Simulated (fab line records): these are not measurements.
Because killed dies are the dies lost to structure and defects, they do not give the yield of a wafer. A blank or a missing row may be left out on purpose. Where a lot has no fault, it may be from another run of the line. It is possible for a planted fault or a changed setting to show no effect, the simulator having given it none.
Which of the tools did it?    flow nand_harc    12 lots with 36 wafers sampled at 6 steps, on a route of 1159 steps

WHAT EACH GAUGE READ, for each wafer
NHARC_P_M2_CD_MEAS_09: the cd target is 170 nm. Usual: cd_nm at 169.8 nm, with a standard deviation of 0.76.
lot   measured      on         cd_nm (nm)         flag
L978  day 7 00:31   cd_sem-03  170.3 170.3 169.5  
L981  day 7 02:40   cd_sem-02  169.3 169.4 169.6  
L980  day 7 09:35   cd_sem-03  168.5 168.3 168.8  
L983  day 7 23:39   cd_sem-02  168.8 168.6 169.0  
L982  day 7 23:53   cd_sem-03  170.1 170.1 170.2  
L984  day 8 10:18   cd_sem-03  169.1 169.6 170.0  
L987  day 10 03:50  cd_sem-02  153.2 152.1 152.1  OFF
L990  day 10 04:43  cd_sem-03  155.6 156.1 155.4  OFF
L995  day 10 21:24  cd_sem-01  170.7 170.9 171.2  
L997  day 11 14:14  cd_sem-03  171.0 169.9 170.2  
L998  day 11 14:46  cd_sem-02  169.8 169.0 170.3  
L999  day 12 00:05  cd_sem-01  169.8 170.9 170.4  

NHARC_P_M2_OVL_MEAS_10: pitch 340 nm. Usual: overlay_x_nm 0.2 nm, standard deviation 0.81; overlay_y_nm -0.1 nm, standard deviation 0.93.
lot   measured      on          overlay_x_nm (nm)  overlay_y_nm (nm)  flag
L978  day 7 00:37   overlay-01  -1.1 -1.3 -1.4     -0.5 -0.2 -0.4     
L981  day 7 02:46   overlay-01  -0.2 -0.5 -0.6     -0.4 -0.2 -1.0     
L980  day 7 09:40   overlay-01  -1.3 -0.7 -0.9     -2.0 -1.7 -2.0     
L983  day 7 23:44   overlay-01  0.2 0.4 0.0        -1.1 -0.6 -0.4     
L982  day 7 23:58   overlay-02  0.0 -0.4 -0.4      -1.6 -1.4 -1.6     
L984  day 8 10:23   overlay-01  1.6 0.7 1.2        -0.5 0.0 0.1       
L987  day 10 03:55  overlay-02  0.8 0.8 0.7        -0.5 -1.1 -0.6     
L990  day 10 04:47  overlay-01  -0.3 -0.2 -0.5     1.1 0.5 0.7        
L995  day 10 21:30  overlay-01  0.4 0.3 0.4        -0.5 -0.2 -1.0     
L997  day 11 14:19  overlay-02  -0.4 -0.3 0.0      0.2 0.9 -0.4       
L998  day 11 14:52  overlay-01  -0.7 -0.5 -0.2     1.1 0.9 0.8        
L999  day 12 00:10  overlay-02  1.7 1.5 2.1        1.2 2.0 1.8        

NHARC_P_M2_INSPECT_11. Usual: raw_defect_count at 4.3, with a standard deviation of 2.6.
lot   measured      on                 raw_defect_count  flag
L978  day 7 00:39   defect_inspect-02  1 2 6             
L981  day 7 02:48   defect_inspect-01  5 3 5             
L980  day 7 09:42   defect_inspect-02  3 2 8             
L983  day 7 23:46   defect_inspect-01  1 4 2             
L982  day 8 00:01   defect_inspect-01  8 2 6             
L984  day 8 10:25   defect_inspect-02  4 3 5             
L987  day 10 03:57  defect_inspect-02  5 6 11            
L990  day 10 04:50  defect_inspect-01  5 4 5             
L995  day 10 21:33  defect_inspect-01  3 2 5             
L997  day 11 14:22  defect_inspect-01  5 5 5             
L998  day 11 14:54  defect_inspect-02  5 2 7             
L999  day 12 00:13  defect_inspect-02  2 6 4             

NHARC_END_SORT_01. Usual: defect_limited_yield 95.1 %, standard deviation 1.6; killed_at_array 29, standard deviation 10; killed_at_other 0.7, standard deviation 1.1; killed_at_periphery 3.3, standard deviation 2.4; killed_dies 33, standard deviation 11; killed_open 3.3, standard deviation 2; killed_short 1.9, standard deviation 1.3; sort_bin_2_pct 1.5 %, standard deviation 0.67; sort_bin_3_pct 0.27 %, standard deviation 0.24; sort_bin_4_pct 3.1 %, standard deviation 1.1; sort_n_pass 644, standard deviation 11; sort_rim_yield_pct 97.1 %, standard deviation 2.1; sort_yield_pct 95.1 %, standard deviation 1.6.
lot   measured      on         defect_limited_yield (%)  killed_at_array  killed_at_other  killed_at_periphery  killed_dies  killed_open  killed_short  sort_bin_2_pct (%)  sort_bin_3_pct (%)  sort_bin_4_pct (%)  sort_n_pass  sort_rim_yield_pct (%)  sort_yield_pct (%)  flag
L978  day 19 21:18  prober-02  95.6 95.7 95.1            27 27 28         1 0 0            2 2 5                30 29 33     3 5 2        3 1 4         1.3 1.8 1.9         0 0.30 0.15         3.1 2.2 2.8         647 648 644  98.1 97.2 94.3          95.6 95.7 95.1      
L981  day 19 22:07  prober-01  95.3 96.3 95.0            29 22 31         0 0 0            3 3 3                32 25 34     6 3 3        3 3 3         1.2 1.6 1.3         0.30 0 0.15         3.2 2.1 3.5         645 652 643  99.1 99.1 99.1          95.3 96.3 95.0      
L980  day 20 17:35  prober-02  98.2 97.6 97.6            8 15 11          1 1 2            3 0 3                12 16 16     5 3 5        0 1 1         0.6 1.0 1.0         0.15 0.15 0.15      1.0 1.2 1.2         665 661 661  99.1 98.1 96.2          98.2 97.6 97.6      
L983  day 21 01:55  prober-01  94.5 93.2 94.2            37 43 37         0 0 0            0 3 2                37 46 39     3 4 3        2 3 0         1.6 2.2 1.8         0.44 0.30 0.30      3.4 4.3 3.7         640 631 638  100.0 93.4 94.3         94.5 93.2 94.2      
L982  day 21 18:52  prober-01  95.4 96.2 95.1            25 25 31         1 1 0            5 0 2                31 26 33     4 1 1        3 1 0         1.3 1.2 0.7         0.30 0.15 0.15      3.0 2.5 4.0         646 651 644  97.2 98.1 99.1          95.4 96.2 95.1      
L984  day 22 01:58  prober-02  94.4 95.4 95.6            33 29 26         1 0 1            4 2 3                38 31 30     4 5 2        2 2 1         2.4 1.3 1.3         0.44 0.15 0.30      2.8 3.1 2.8         639 646 647  95.3 97.2 97.2          94.4 95.4 95.6      
L987  day 23 22:22  prober-01  93.4 92.5 93.9            29 37 25         2 1 1            14 13 15             45 51 41     2 9 2        0 2 1         3.0 2.4 3.2         0.15 0.59 0.74      3.5 4.6 2.1         632 626 636  92.5 90.6 93.4          93.4 92.5 93.9      OFF
L990  day 23 21:31  prober-02  93.5 94.1 94.4            40 35 27         0 1 0            4 4 11               44 40 38     5 5 5        2 2 1         1.9 2.5 2.8         0 0 0.30            4.6 3.4 2.5         633 637 639  97.2 97.2 91.5          93.5 94.1 94.4      
L995  day 24 22:21  prober-01  96.3 98.5 97.6            20 8 15          0 1 1            5 1 0                25 10 16     4 2 2        2 0 2         1.2 0.1 0.9         0.15 0 0            2.4 1.3 1.5         652 667 661  97.2 99.1 97.2          96.3 98.5 97.6      
L997  day 25 07:47  prober-01  92.6 92.3 92.6            45 46 45         0 4 0            5 2 5                50 52 50     3 1 5        1 2 1         2.1 2.7 1.8         0.15 0.59 0.44      5.2 4.4 5.2         627 625 627  95.3 98.1 97.2          92.6 92.3 92.6      
L998  day 25 05:05  prober-02  92.9 95.1 94.5            39 31 35         0 0 0            9 2 2                48 33 37     7 4 6        4 1 2         1.8 1.8 2.1         0.30 0 0.30         5.0 3.1 3.1         629 644 640  97.2 98.1 100.0         92.9 95.1 94.5      
L999  day 25 16:45  prober-01  94.7 94.7 94.2            35 30 38         0 0 0            1 6 1                36 36 39     3 4 2        1 3 2         2.1 1.3 1.0         0.59 0.44 0.15      2.7 3.5 4.6         641 641 638  97.2 98.1 96.2          94.7 94.7 94.2      

TOOL THAT RAN EACH LOT (tool first, then ch and the chambers of the sampled wafers, then the start)
lot   NHARC_P_M1_PVD_20                        NHARC_P_M2_PEB_07
L978  pvd_sputter-02, day 7 00:26 or earlier   litho_track-01 ch 0, day 7 00:26
L981  pvd_sputter-03, day 7 02:35 or earlier   litho_track-01 ch 0, day 7 02:35
L980  pvd_sputter-01, day 7 09:30 or earlier   litho_track-06 ch 0, day 7 09:30
L983  pvd_sputter-03, day 7 23:34 or earlier   litho_track-06 ch 0, day 7 23:34
L982  pvd_sputter-02, day 7 23:49 or earlier   litho_track-01 ch 0, day 7 23:49
L984  pvd_sputter-03, day 8 10:13 or earlier   litho_track-06 ch 0, day 8 10:13
L987  pvd_sputter-01, day 10 03:45 or earlier  litho_track-06 ch 0, day 10 03:45
L990  pvd_sputter-03, day 10 04:38 or earlier  litho_track-06 ch 0, day 10 04:38
L995  pvd_sputter-02, day 10 21:20 or earlier  litho_track-04 ch 0, day 10 21:20
L997  pvd_sputter-03, day 11 14:10 or earlier  litho_track-04 ch 0, day 11 14:10
L998  pvd_sputter-02, day 11 14:41 or earlier  litho_track-04 ch 0, day 11 14:41
L999  pvd_sputter-03, day 12 00:00 or earlier  litho_track-04 ch 0, day 12 00:00
- NHARC_P_M1_PVD_20: deposits TaN, target thk 5 nm, time 8.06 s.
- NHARC_P_M2_PEB_07: peb time 65 s.

WHAT THE TOOLS THEMSELVES READ (means of the sampled wafers that have a number; where no wafer has one, the mark that the record gives instead)
NHARC_P_M1_PVD_20. Usual: throttle_valve_pct at 29.9 %, with a standard deviation of 0.83.
lot   tool            throttle_valve_pct (%)  flag
L978  pvd_sputter-02  30.5                    
L981  pvd_sputter-03  30.4                    
L980  pvd_sputter-01  29.3                    
L983  pvd_sputter-03  30.4                    
L982  pvd_sputter-02  29.9                    
L984  pvd_sputter-03  30.0                    
L987  pvd_sputter-01  29.6                    
L990  pvd_sputter-03  29.7                    
L995  pvd_sputter-02  29.3                    
L997  pvd_sputter-03  30.7                    
L998  pvd_sputter-02  29.3                    
L999  pvd_sputter-03  29.6                    

NHARC_P_M2_PEB_07. Usual: heater_power_total_W 156.7 W, standard deviation 0.4; plate_temp_C 99.95 C, standard deviation 0.13.
lot   tool            heater_power_total_W (W)  plate_temp_C (C)  flag
L978  litho_track-01  156.3                     99.82             
L981  litho_track-01  157.0                     99.96             
L980  litho_track-06  156.5                     99.91             
L983  litho_track-06  156.8                     99.91             
L982  litho_track-01  157.1                     99.91             
L984  litho_track-06  156.6                     99.92             
L987  litho_track-06  147.4                     95.48             OFF
L990  litho_track-06  146.9                     95.52             OFF
L995  litho_track-04  156.6                     100.05            
L997  litho_track-04  156.9                     99.97             
L998  litho_track-04  156.6                     100.06            
L999  litho_track-04  156.7                     100.02            

THE ANSWER, worked out from the rows above alone
Rule: lot off if the mean of its wafers having a number is beyond 3 standard deviations from the usual mean. Also off: a lot with no number at a reading for which 4 or more lots have one. All remaining lots with rows at the step are treated as sound. The gauges are gone through in route order, then the tools' own readings, and for those a lot's mean is taken as printed above. The first step at which some lot is off is used, and at that step the reading that is off furthest; a lot without a number counts as furthest.
Off, at NHARC_P_M2_CD_MEAS_09 on cd_nm: L987, L990.
A tool fits if, at a process step before that reading, it ran every lot that is off, and no sound lot after the first of them. Not tried: the gauges at NHARC_P_M2_CD_MEAS_09; whatever is off there is also off at NHARC_P_M2_PEB_07, on other tools, and gauge error can't account for it. NHARC_P_M1_PVD_20 gives no start for some lots, so the hours and the order of its lots are those of NHARC_P_M2_PEB_07. One fits: litho_track-06 at NHARC_P_M2_PEB_07. Its last sound lot is L984 (day 8 10:13), its first lot that is off L987 (day 10 03:45): a fault that began between those two fits.
The tool's own readings at NHARC_P_M2_PEB_07 bear it out: on the lots that are off they differ by more than 5 times the standard deviation of the sound lots' means. heater_power_total_W reads 147.2 W there against 156.7 W on the sound lots; plate_temp_C reads 95.50 C there against 99.95 C on the sound lots.

WHAT THE SIMULATOR HAD INSERTED
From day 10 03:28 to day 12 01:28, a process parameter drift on litho_track-06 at NHARC_P_M2_PEB_07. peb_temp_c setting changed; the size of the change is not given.
Struck lots among those shown: L987, L990. The same result came from the rule above.
